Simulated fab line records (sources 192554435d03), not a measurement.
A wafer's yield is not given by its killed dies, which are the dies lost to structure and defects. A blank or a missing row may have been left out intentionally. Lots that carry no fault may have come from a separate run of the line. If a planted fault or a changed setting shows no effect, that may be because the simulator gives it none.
fab line records | flow n5-finfet | part 2 of 2: steps 19 to 33 of 33
[record] lots = 5 | wafers = 15 | last-day = 20
route steps=1938 shown SD_EPI_N@267 SD_EPI_P@295
lots with no fault: from the same line, run without faults
start-h: hours from the record's first day to the start of the lot's first wafer shown | wait-h: hours since the lot's step before | " same as the row above | L1.1+2: several wafers, shown together as one row | - value missing, or start not given | * or withheld: withheld | < > ~ a bound
route shown NAME@n: a module of which the file shows steps, and the number in the route of the first | usual: the fault-free wafers' mean and standard deviation | same: alike in all rows | chamber/n: place in a boat | sites: each site's reading | _std_site: the values' standard deviation | _edge_site: inner sites' mean taken away from outer sites' mean | radius-mm: for every site, how far away it sits from the centre of the wafer | mask NAME#n: copy n | behind: the last tool/chamber to shape the wafer | hold: why the lot was held/for how many hours/how that ended | device: which transistor (n, p or np) failed to switch | end of line: the same wafers' tests at the end of the route | a step with no rows: only its recipe | killed: count of dies lost to structure and defects at first sort (not the wafer's yield) | map: the dies of a wafer, with x for killed, . for not killed, _ for no die there
set.NAME: the setting that was run; set.NAME@STEP: the one run at that earlier step | model.NAME: the simulator's own value behind a step, which no gauge read
lots at selected steps of the route; one table per step, one row per wafer
services: when a tool's chamber went out of use (start-h, in hours from the record's first day, below 0 if earlier), for how many hours, and the reason
[[steps]]
[step N5_SD_EPI_N_SRD_20]
[recipe] dry = ipa-marangoni | do-ppb = 5 | time-s = 30 | temp-c = 23 | rinse-liquid = diw
lot.wafer  | tool         | chamber | start-h | wait-h
L076.3+5+6 | wet-bench-04 | 0,2,5   | 63.99   | 0.0
L081.2+4+5 | wet-bench-02 | 6,5,3   | 94.78   | 0.0
L087.1+4+6 | wet-bench-04 | 5,1,4   | 128.20  | 0.0
L092.3+4+6 | wet-bench-02 | 5,6,2   | 173.28  | 0.0
L094.2+3+6 | wet-bench-04 | 2,1,4   | 215.83  | 0.0
[step N5_SD_EPI_N_PRECLEAN_48]
[recipe] chemistry = NF3:NH3 | afs-cycles = 2 | temp-c = 30 | time-s = 20 | sublimation-temp-c = 180 | sublimation-time-s = 60 | pressure-torr = 3 | rf-power-w = 30
[usual] rf-fwd-power-W = 29.87/0.097
[same] afs-cycles = 2
lot.wafer | tool         | chamber | start-h | wait-h | rf-fwd-power-W
L076.3    | epi-rpcvd-01 | 0       | 64.16   | 0.2    | 29.90
L076.5    | "            | 0       | "       | "      | 29.85
L076.6    | "            | 0       | "       | "      | 29.82
L081.2    | epi-rpcvd-04 | 0       | 94.89   | 0.1    | 29.82
L081.4    | "            | 0       | "       | "      | 29.96
L081.5    | "            | 0       | "       | "      | 29.92
L087.1    | epi-rpcvd-01 | 0       | 128.24  | 0.0    | 29.90
L087.4    | "            | 0       | "       | "      | 29.85
L087.6    | "            | 0       | "       | "      | 29.81
L092.3    | epi-rpcvd-01 | 0       | 173.45  | 0.2    | 29.81
L092.4    | "            | 0       | "       | "      | 29.87
L092.6    | "            | 0       | "       | "      | 29.85
L094.2    | epi-rpcvd-02 | 0       | 215.96  | 0.1    | 29.83
L094.3    | "            | 0       | "       | "      | 29.85
L094.6    | "            | 0       | "       | "      | 29.85
[step N5_SD_EPI_N_VAPOR_ETCH_50]
[recipe] chemistry = HCl | target = Si | temp-c = 775 | time-s = 54 | pressure-torr = 20 | mode = isotropic
[usual] throttle-valve-pct = 12.1/0.3
lot.wafer | tool         | chamber | start-h | wait-h | throttle-valve-pct
L076.3    | epi-rpcvd-01 | 0       | 64.46   | 0.2    | 12.0
L076.5    | "            | 0       | "       | "      | 12.0
L076.6    | "            | 0       | "       | "      | 11.7
L081.2    | epi-rpcvd-04 | 0       | 95.22   | 0.3    | 11.9
L081.4    | "            | 0       | "       | "      | 11.9
L081.5    | "            | 0       | "       | "      | 12.2
L087.1    | epi-rpcvd-01 | 0       | 128.60  | 0.3    | 11.9
L087.4    | "            | 0       | "       | "      | 11.5
L087.6    | "            | 0       | "       | "      | 11.9
L092.3    | epi-rpcvd-01 | 0       | 173.75  | 0.2    | 11.8
L092.4    | "            | 0       | "       | "      | 12.0
L092.6    | "            | 0       | "       | "      | 11.6
L094.2    | epi-rpcvd-02 | 0       | 216.40  | 0.4    | 12.4
L094.3    | "            | 0       | "       | "      | 12.4
L094.6    | "            | 0       | "       | "      | 12.6
[step N5_SD_EPI_N_EPI_21]
[recipe] material = Si:P | dopant = P | temp-c = 680 | pressure-torr = 255 | time-s = 690
lot.wafer  | tool         | chamber | start-h | wait-h
L076.3+5+6 | epi-rpcvd-01 | 0       | 65.14   | 0.7
L081.2+4+5 | epi-rpcvd-04 | 0       | 95.65   | 0.4
L087.1+4+6 | epi-rpcvd-01 | 0       | 128.78  | 0.1
L092.3+4+6 | epi-rpcvd-01 | 0       | 174.43  | 0.7
L094.2+3+6 | epi-rpcvd-02 | 0       | 216.98  | 0.5
[step N5_SD_EPI_N_EPI_MEAS_23]
[recipe] mode = xrd
[usual] thk-nm = 59.0/1.1
lot.wafer | tool          | chamber | start-h | wait-h | thk-nm
L076.3    | film-metro-02 | -       | 66.30   | 0.9    | 59.6
L076.5    | "             | -       | "       | "      | 59.5
L076.6    | "             | -       | "       | "      | 57.6
L081.2    | film-metro-01 | -       | 97.09   | 1.2    | 58.3
L081.4    | "             | -       | "       | "      | 59.0
L081.5    | "             | -       | "       | "      | 58.6
L087.1    | film-metro-01 | -       | 130.50  | 1.4    | 58.9
L087.4    | "             | -       | "       | "      | 59.2
L087.6    | "             | -       | "       | "      | 59.0
L092.3    | film-metro-02 | -       | 175.59  | 0.9    | 59.4
L092.4    | "             | -       | "       | "      | 59.4
L092.6    | "             | -       | "       | "      | 61.9
L094.2    | film-metro-02 | -       | 218.88  | 1.5    | 58.7
L094.3    | "             | -       | "       | "      | 58.4
L094.6    | "             | -       | "       | "      | 60.0
[step N5_SD_EPI_N_PRECLEAN_24]
[recipe] chemistry = O3/DIW | time-s = 60 | temp-c = 22 | o3-ppm = 10
lot.wafer  | tool         | chamber | start-h | wait-h
L076.3+5+6 | wet-bench-05 | 1,4,5   | 66.33   | 0.0
L081.2+4+5 | wet-bench-02 | 1,5,2   | 97.12   | 0.0
L087.1+4+6 | wet-bench-04 | 6,5,3   | 130.54  | 0.0
L092.3+4+6 | wet-bench-04 | 2,5,3   | 175.62  | 0.0
L094.2+3+6 | wet-bench-04 | 1,4,0   | 218.91  | 0.0
[step N5_SD_EPI_N_SRD_25]
[recipe] time-s = 30 | temp-c = 23 | rinse-liquid = diw | dry = ipa-marangoni
lot.wafer  | tool         | chamber | start-h | wait-h
L076.3+5+6 | wet-bench-05 | 1,4,5   | 66.35   | 0.0
L081.2+4+5 | wet-bench-02 | 1,5,2   | 97.14   | 0.0
L087.1+4+6 | wet-bench-04 | 6,5,3   | 130.56  | 0.0
L092.3+4+6 | wet-bench-04 | 2,5,3   | 175.64  | 0.0
L094.2+3+6 | wet-bench-04 | 1,4,0   | 218.93  | 0.0
[step N5_SD_EPI_N_PRECLEAN_49]
[recipe] chemistry = NF3:NH3 | afs-cycles = 1 | temp-c = 30 | time-s = 20 | sublimation-temp-c = 180 | sublimation-time-s = 60 | pressure-torr = 3 | rf-power-w = 30
[usual] rf-power-w = 30.00/0.096
[same] afs-cycles = 1
lot.wafer | tool             | chamber | start-h | wait-h | rf-power-w
L076.3    | remote-plasma-02 | 0       | 66.46   | 0.1    | 29.91
L076.5    | "                | 0       | "       | "      | 29.88
L076.6    | "                | 0       | "       | "      | 29.93
L081.2    | remote-plasma-01 | 1       | 97.22   | 0.1    | 29.97
L081.4    | "                | 1       | "       | "      | 29.88
L081.5    | "                | 1       | "       | "      | 30.13
L087.1    | remote-plasma-02 | 0       | 130.61  | 0.0    | 29.85
L087.4    | "                | 0       | "       | "      | 29.98
L087.6    | "                | 0       | "       | "      | 29.97
L092.3    | remote-plasma-01 | 0       | 175.75  | 0.1    | 29.94
L092.4    | "                | 0       | "       | "      | 29.97
L092.6    | "                | 0       | "       | "      | 30.03
L094.2    | remote-plasma-01 | 1       | 219.01  | 0.1    | 30.09
L094.3    | "                | 1       | "       | "      | 29.92
L094.6    | "                | 1       | "       | "      | 30.11
[step N5_SD_EPI_N_LINER_46]
[recipe] material = SiNx | target-thk-a = 30 | temp-c = 400 | ald-precursor-family = SiH2I2 | ald-co-reactant = N2/H2-plasma | pressure-torr = 2
[usual] heater-power-w = 873/110
lot.wafer | tool       | chamber | start-h | wait-h | heater-power-w
L076.3    | ald-sin-03 | 1       | 66.60   | 0.1    | 832
L076.5    | "          | 2       | "       | "      | 1076
L076.6    | "          | 1       | "       | "      | 841
L081.2    | ald-sin-03 | 0       | 97.50   | 0.2    | 814
L081.4    | "          | 2       | "       | "      | 1036
L081.5    | "          | 2       | "       | "      | 1045
L087.1    | ald-sin-04 | 2       | 130.81  | 0.2    | 978
L087.4    | "          | 3       | "       | "      | 968
L087.6    | "          | 1       | "       | "      | 869
L092.3    | ald-sin-01 | 1       | 175.89  | 0.1    | 802
L092.4    | "          | 3       | "       | "      | 773
L092.6    | "          | 2       | "       | "      | 952
L094.2    | ald-sin-04 | 3       | 219.18  | 0.1    | 974
L094.3    | "          | 0       | "       | "      | 720
L094.6    | "          | 3       | "       | "      | 974
[step N5_SD_EPI_N_INSPECT_26]
[recipe] inspect-instrument = darkfield | mode = post-epi
[usual] raw-defect-count = 202/41
lot.wafer | tool              | chamber | start-h | wait-h | raw-defect-count
L076.3    | defect-inspect-02 | -       | 66.85   | 0.1    | 208
L076.5    | "                 | -       | "       | "      | 240
L076.6    | "                 | -       | "       | "      | 253
L081.2    | defect-inspect-02 | -       | 97.75   | 0.1    | 123
L081.4    | "                 | -       | "       | "      | 159
L081.5    | "                 | -       | "       | "      | 193
L087.1    | defect-inspect-01 | -       | 131.06  | 0.1    | 243
L087.4    | "                 | -       | "       | "      | 153
L087.6    | "                 | -       | "       | "      | 199
L092.3    | defect-inspect-02 | -       | 176.14  | 0.1    | 187
L092.4    | "                 | -       | "       | "      | 206
L092.6    | "                 | -       | "       | "      | 200
L094.2    | defect-inspect-01 | -       | 219.43  | 0.1    | 280
L094.3    | "                 | -       | "       | "      | 222
L094.6    | "                 | -       | "       | "      | 285
[step N5_SD_EPI_P_COAT_34]
[recipe] resist = SOC | temp-c = 250 | time-s = 60 | spin-rpm = 1500 | resist-thk-nm = 350
lot.wafer  | tool           | chamber | start-h | wait-h
L076.3+5+6 | litho-track-04 | 0       | 66.88   | 0.0
L081.2+4+5 | litho-track-05 | 0       | 97.78   | 0.0
L087.1+4+6 | litho-track-01 | 0       | 131.09  | 0.0
L092.3+4+6 | litho-track-04 | 0       | 176.17  | 0.0
L094.2+3+6 | litho-track-05 | 0       | 219.46  | 0.0
[step N5_SD_EPI_P_COAT_35]
[recipe] resist = SiARC | temp-c = 220 | time-s = 60 | spin-rpm = 1500 | resist-thk-nm = 35
lot.wafer  | tool           | chamber | start-h | wait-h
L076.3+5+6 | litho-track-04 | 0       | -       | -
L081.2+4+5 | litho-track-05 | 0       | -       | -
L087.1+4+6 | litho-track-01 | 0       | -       | -
L092.3+4+6 | litho-track-04 | 0       | -       | -
L094.2+3+6 | litho-track-05 | 0       | -       | -
[step N5_SD_EPI_P_COAT_03]
[recipe] resist = CAR-ArF-block | spin-rpm = 1500 | resist-thk-nm = 150
lot.wafer  | tool           | chamber | start-h | wait-h
L076.3+5+6 | litho-track-04 | 0       | -       | -
L081.2+4+5 | litho-track-05 | 0       | -       | -
L087.1+4+6 | litho-track-01 | 0       | -       | -
L092.3+4+6 | litho-track-04 | 0       | -       | -
L094.2+3+6 | litho-track-05 | 0       | -       | -
[step N5_SD_EPI_P_EBR_05]
[recipe] solvent = PGMEA | ebr-width-mm = 1.5
lot.wafer  | tool           | chamber | start-h | wait-h
L076.3+5+6 | litho-track-04 | 0       | -       | -
L081.2+4+5 | litho-track-05 | 0       | -       | -
L087.1+4+6 | litho-track-01 | 0       | -       | -
L092.3+4+6 | litho-track-04 | 0       | -       | -
L094.2+3+6 | litho-track-05 | 0       | -       | -
[step N5_SD_EPI_P_SOFTBAKE_04]
[recipe] temp-c = 110 | time-s = 60 | resist = CAR-ArF-block
lot.wafer  | tool           | chamber | start-h | wait-h
L076.3+5+6 | litho-track-04 | 0       | -       | -
L081.2+4+5 | litho-track-05 | 0       | -       | -
L087.1+4+6 | litho-track-01 | 0       | -       | -
L092.3+4+6 | litho-track-04 | 0       | -       | -
L094.2+3+6 | litho-track-05 | 0       | -       | -
[[services]]
tool            | chamber | start-h | hours | kind
ald-sin-04      | -       | 43.15   | 6.0   | pm
arfi-scanner-01 | -       | 51.67   | 1.3   | pm
arfi-scanner-01 | -       | 55.38   | 4.9   | pm
rie-si-02       | 0       | 58.77   | 24.3  | repair
wet-bench-04    | -       | 59.04   | 1.1   | repair
ald-sin-04      | -       | 64.17   | 2.8   | pm
arfi-scanner-01 | -       | 67.28   | 3.9   | pm
epi-rpcvd-01    | -       | 94.39   | 0.5   | pm
rie-si-01       | -       | 94.55   | 1.6   | repair
rie-si-01       | -       | 97.24   | 0.1   | repair
rie-diel-04     | 1       | 106.06  | 2.9   | repair
rie-si-01       | 3       | 109.37  | 7.2   | repair
ald-sin-04      | 0       | 123.95  | 17.5  | repair
epi-rpcvd-01    | -       | 130.81  | 14.6  | pm
plasma-asher-02 | -       | 143.29  | 3.5   | pm
rie-diel-01     | 0       | 161.28  | 4.4   | repair
arfi-scanner-01 | -       | 167.20  | 0.5   | repair
arfi-scanner-01 | -       | 167.82  | 1.0   | pm
arfi-scanner-01 | -       | 177.17  | 1.3   | pm
wet-bench-04    | -       | 182.18  | 3.9   | repair
rie-diel-01     | 1       | 187.71  | 6.8   | repair
arfi-scanner-01 | -       | 188.50  | 0.8   | pm
arfi-scanner-01 | -       | 202.66  | 1.2   | repair
epi-rpcvd-02    | -       | 211.06  | 1.5   | repair
